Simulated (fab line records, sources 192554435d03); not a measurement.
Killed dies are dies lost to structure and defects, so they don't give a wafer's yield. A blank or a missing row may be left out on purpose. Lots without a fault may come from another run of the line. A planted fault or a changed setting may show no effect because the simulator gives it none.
Which of the tools did it?    flow n5 finfet    Sampling: 8 lots, 24 wafers, 9 of 1938 route steps

WHAT EACH GAUGE READ, for each wafer
N5_STI_FIN_REVEAL_CD_MEAS_22: target cd 6.238 nm, pitch 28 nm. Usual: 6.21 nm for cd nm, sd 0.23.
lot   measured     on         cd nm (nm)      flag
L522  day 3 13:34  cd sem-02  6.12 5.80 6.26  
L525  day 4 08:52  cd sem-02  6.43 5.83 6.04  
L526  day 4 14:13  cd sem-02  6.55 6.44 5.96  
L527  day 4 19:40  cd sem-02  6.40 5.88 6.49  
L528  day 5 01:29  cd sem-03  5.82 6.40 6.50  
L539  day 7 19:44  cd sem-03  6.34 6.03 6.08  
L540  day 8 00:42  cd sem-01  6.03 6.45 6.10  
L541  day 8 08:02  cd sem-01  6.25 6.16 6.06  

N5_DUMMY_GATE_INSPECT_17: inspects for defects (brightfield). Usual: 226 for raw defect count, sd 62.
lot   measured     on                 raw defect count  flag
L522  day 3 22:18  defect inspect-01  230 217 258       
L525  day 4 17:34  defect inspect-01  191 173 198       
L526  day 5 00:59  defect inspect-01  1023 295 284      OFF
L527  day 5 04:29  defect inspect-01  225 1060 245      OFF
L528  day 5 12:05  defect inspect-01  1155 388 244      OFF
L539  day 8 05:25  defect inspect-01  322 205 215       
L540  day 8 15:49  defect inspect-01  208 268 201       
L541  day 8 17:25  defect inspect-02  184 302 227       

N5_DUMMY_GATE_INSPECT_27: inspects for defects (brightfield). Usual: 341 for raw defect count, sd 93.
lot   measured     on                 raw defect count  flag
L522  day 4 00:01  defect inspect-01  328 346 373       
L525  day 4 18:45  defect inspect-02  290 256 311       
L526  day 5 02:11  defect inspect-02  1109 448 399      OFF
L527  day 5 05:47  defect inspect-02  332 1150 351      
L528  day 5 13:22  defect inspect-01  1272 602 380      OFF
L539  day 8 06:46  defect inspect-01  511 313 311       
L540  day 8 16:59  defect inspect-01  311 409 358       
L541  day 8 18:58  defect inspect-02  278 437 325       

N5_SPACER0_INSPECT_04: inspects for defects (darkfield). Usual: 159 for raw defect count, sd 40.
lot   measured     on                 raw defect count  flag
L522  day 4 00:37  defect inspect-01  171 158 134       
L525  day 4 19:21  defect inspect-02  138 164 144       
L526  day 5 03:04  defect inspect-01  975 210 188       OFF
L527  day 5 06:23  defect inspect-01  156 1003 164      OFF
L528  day 5 13:58  defect inspect-01  1033 227 154      OFF
L539  day 8 07:22  defect inspect-01  204 127 167       
L540  day 8 20:12  defect inspect-02  133 169 130       
L541  day 8 21:22  defect inspect-02  119 226 173       

N5_SD_EPI_N_INSPECT_11: inspects for defects (macro). Usual: 2.0 for raw defect count, sd 1.4.
lot   measured     on                 raw defect count  flag
L522  day 4 01:05  defect inspect-01  0 1 3             
L525  day 4 19:48  defect inspect-02  4 1 1             
L526  day 5 03:32  defect inspect-01  >300 4 3          
L527  day 5 06:50  defect inspect-02  6 >300 2          
L528  day 5 14:25  defect inspect-01  >300 3 2          
L539  day 8 07:49  defect inspect-02  1 1 1             
L540  day 8 20:39  defect inspect-01  1 4 3             
L541  day 8 21:49  defect inspect-02  4 1 2             

N5_BEOL_M4_RC_MEAS_101. Usual: DIBL_N 35.9 mV/V, standard deviation 1.2; DIBL_P 35.9 mV/V, standard deviation 1.4; IOFF_N 0.149 nA/um, standard deviation 0.02; IOFF_P 0.205 nA/um, standard deviation 0.022; ION_N 671 uA/um, standard deviation 8.8; ION_P 461 uA/um, standard deviation 5.9; SS_N 71.4 mV/dec, standard deviation 0.51; SS_P 73.2 mV/dec, standard deviation 0.56; VT_N 250.6 mV, standard deviation 2.5; VT_P -250.1 mV, standard deviation 2.3.
lot   measured      on         DIBL_N (mV/V)   DIBL_P (mV/V)   IOFF_N (nA/um)     IOFF_P (nA/um)     ION_N (uA/um)  ION_P (uA/um)  SS_N (mV/dec)   SS_P (mV/dec)   VT_N (mV)          VT_P (mV)             flag
L522  day 11 03:07  prober-02  33.7 35.6 34.3  35.3 38.1 35.7  0.114 0.147 0.121  0.181 0.214 0.177  653 666 650    453 458 452    70.9 72.0 71.3  73.1 73.2 72.8  253.2 251.1 255.3  -251.4 -251.1 -254.3  
L525  day 11 13:14  prober-01  37.7 35.8 34.8  37.6 34.8 33.9  0.175 0.132 0.124  0.237 0.182 0.183  677 656 663    463 456 462    71.7 70.9 71.2  73.6 72.5 72.8  248.1 253.0 251.9  -246.1 -252.9 -248.7  
L526  day 12 03:43  prober-02  34.4 34.5 35.1  35.5 35.3 35.6  0.147 0.139 0.145  0.193 0.184 0.199  679 665 662    461 457 458    71.5 71.4 71.7  72.5 72.9 72.9  254.3 253.7 252.4  -250.5 -250.7 -251.1  
L527  day 11 21:37  prober-01  35.7 36.9 35.2  36.0 36.2 35.9  0.151 0.166 0.150  0.183 0.192 0.193  675 676 674    460 461 462    71.8 71.2 71.6  74.0 72.9 73.8  249.8 249.4 251.1  -251.0 -253.4 -250.8  
L528  day 12 13:40  prober-02  37.0 36.9 37.1  35.8 34.5 35.2  0.146 0.152 0.149  0.185 0.175 0.183  669 663 657    450 448 453    71.9 72.6 72.6  73.0 73.0 73.0  253.8 252.3 251.9  -253.3 -252.4 -252.8  
L539  day 15 04:07  prober-02  35.6 36.9 36.2  35.4 37.1 35.8  0.138 0.156 0.145  0.189 0.223 0.202  679 673 665    462 460 456    71.5 71.5 71.6  73.1 73.9 72.9  250.3 247.9 247.4  -253.0 -248.4 -251.8  
L540  day 14 11:42  prober-01  34.6 37.2 34.8  33.9 36.8 34.6  0.118 0.165 0.129  0.166 0.211 0.175  658 676 665    451 461 456    71.4 71.7 71.1  72.5 73.7 72.6  255.1 248.7 254.3  -253.8 -246.3 -252.8  
L541  day 16 00:40  prober-02  37.5 36.5 36.1  35.7 34.1 34.7  0.171 0.145 0.144  0.244 0.216 0.222  680 664 673    473 461 470    71.2 71.5 71.0  74.4 74.0 73.2  247.1 249.7 249.8  -247.2 -248.4 -246.4  

WHICH TOOL RAN EACH LOT (tool, then ch and the chambers of the sampled wafers, then the start)
lot   N5_STI_FIN_REVEAL_OXIDATION_33       N5_DUMMY_GATE_CMP_04          N5_DUMMY_GATE_STRIP_40
L522  plasma asher-01 ch 0,1, day 3 13:23  cmp-02 ch 1,2,3, day 3 17:42  rie diel-02 ch 0,1,2, day 3 23:08
L525  plasma asher-02 ch 0,1, day 4 08:43  cmp-02 ch 2,3, day 4 12:56    rie diel-01 ch 0,1, day 4 17:55
L526  plasma asher-02 ch 0, day 4 14:03    cmp-02 ch 1,2,3, day 4 18:20  rie diel-04 ch 1,3, day 5 01:21
L527  plasma asher-02 ch 0,1, day 4 19:31  cmp-02 ch 0,2,3, day 4 23:47  rie diel-01 ch 1,2,3, day 5 04:57
L528  plasma asher-01 ch 0,1, day 5 01:19  cmp-02 ch 0,2,3, day 5 07:26  rie diel-04 ch 0,1,2, day 5 12:32
L539  plasma asher-01 ch 0,1, day 7 19:36  cmp-01 ch 0,2,3, day 8 00:42  rie diel-04 ch 2,3, day 8 05:54
L540  plasma asher-01 ch 0,1, day 8 00:32  cmp-02 ch 0,3, day 8 08:33    rie diel-02 ch 1,2,3, day 8 16:10
L541  plasma asher-01 ch 0,1, day 8 07:52  cmp-02 ch 1,2, day 8 12:41    rie diel-01 ch 1,3, day 8 18:03
- N5_STI_FIN_REVEAL_OXIDATION_33: chemistry O2 PLASMA REMOTE, time 20 s.
- N5_DUMMY_GATE_CMP_04: polishes a-Si.
- N5_DUMMY_GATE_STRIP_40: strips in CF4.

AS READ BY THE TOOLS THEMSELVES (means over the sampled wafers that have a number; for cases with no such wafer, the mark the record gives instead)
N5_STI_FIN_REVEAL_OXIDATION_33. Usual: drypump motor current A 5.9 A, standard deviation 0.37; heater power w 138 W, standard deviation 20.
lot   tool             drypump motor current A (A)  heater power w (W)  flag
L522  plasma asher-01  5.6                          126                 
L525  plasma asher-02  6.2                          154                 
L526  plasma asher-02  6.1                          163                 
L527  plasma asher-02  6.3                          137                 
L528  plasma asher-01  5.6                          137                 
L539  plasma asher-01  5.6                          139                 
L540  plasma asher-01  5.7                          125                 
L541  plasma asher-01  5.7                          126                 

N5_DUMMY_GATE_CMP_04. Usual: edge zone pressure frac 0.999, standard deviation 0.005; motor current A 10.0 A, standard deviation 0.71; retaining ring pressure frac 1.000, standard deviation 0.0056; time to endpoint s 13.1 s, standard deviation 2.1.
lot   tool    edge zone pressure frac  motor current A (A)  retaining ring pressure frac  time to endpoint s (s)  flag
L522  cmp-02  0.996                    9.5                  1.000                         10.7                    
L525  cmp-02  1.001                    9.7                  1.000                         14.5                    
L526  cmp-02  0.998                    9.7                  1.000                         9.8                     
L527  cmp-02  1.002                    9.7                  1.005                         13.1                    
L528  cmp-02  0.999                    10.1                 0.998                         14.0                    
L539  cmp-01  1.001                    10.7                 0.998                         14.6                    
L540  cmp-02  1.007                    10.0                 1.002                         14.9                    
L541  cmp-02  0.999                    9.5                  1.003                         14.4                    

N5_DUMMY_GATE_STRIP_40. Usual: drypump motor current A 5.7 A, standard deviation 0.39; oes product au 0.76 a.u., standard deviation 0.085; rf vpp V 271.4 V, standard deviation 1.7; showerhead plenum p Torr 1.80 Torr, standard deviation 0.068; throttle valve pct 13.61 %, standard deviation 0.23.
lot   tool         drypump motor current A (A)  oes product au (a.u.)  rf vpp V (V)  showerhead plenum p Torr (Torr)  throttle valve pct (%)  flag
L522  rie diel-02  5.3                          0.69                   270.7         1.82                             13.88                   
L525  rie diel-01  5.9                          0.70                   270.6         1.75                             13.87                   
L526  rie diel-04  5.8                          0.78                   270.2         1.76                             13.42                   
L527  rie diel-01  5.7                          0.70                   269.6         1.76                             13.80                   
L528  rie diel-04  5.5                          0.78                   272.0         1.80                             13.52                   
L539  rie diel-04  6.2                          0.75                   269.9         1.72                             13.49                   
L540  rie diel-02  5.5                          0.90                   271.3         1.80                             13.24                   
L541  rie diel-01  5.7                          0.86                   273.3         1.88                             13.62                   

THE ANSWER, worked out from the rows above alone
Rule: lot off if the mean of its wafers having a number is beyond 3 standard deviations from the usual mean. A lot without any number at a reading at which 4 lots or more have one is off too. All remaining lots with rows at the step are treated as sound. After the gauges, taken in route order, come the tools' own readings; for these a lot's mean is taken, as printed above. The first step at which some lot is off is used, and at that step the reading that is off furthest; a lot without a number counts as furthest.
Off, at N5_DUMMY_GATE_INSPECT_17 on raw defect count: L526, L527, L528.
If a tool, at a process step before that reading, ran all the lots that are off and no sound lot after the first of them, it fits. The gauges at N5_DUMMY_GATE_INSPECT_17 are tried like those tools. Not one of the candidates tried fits.

WHAT THE SIMULATOR HAD PUT IN
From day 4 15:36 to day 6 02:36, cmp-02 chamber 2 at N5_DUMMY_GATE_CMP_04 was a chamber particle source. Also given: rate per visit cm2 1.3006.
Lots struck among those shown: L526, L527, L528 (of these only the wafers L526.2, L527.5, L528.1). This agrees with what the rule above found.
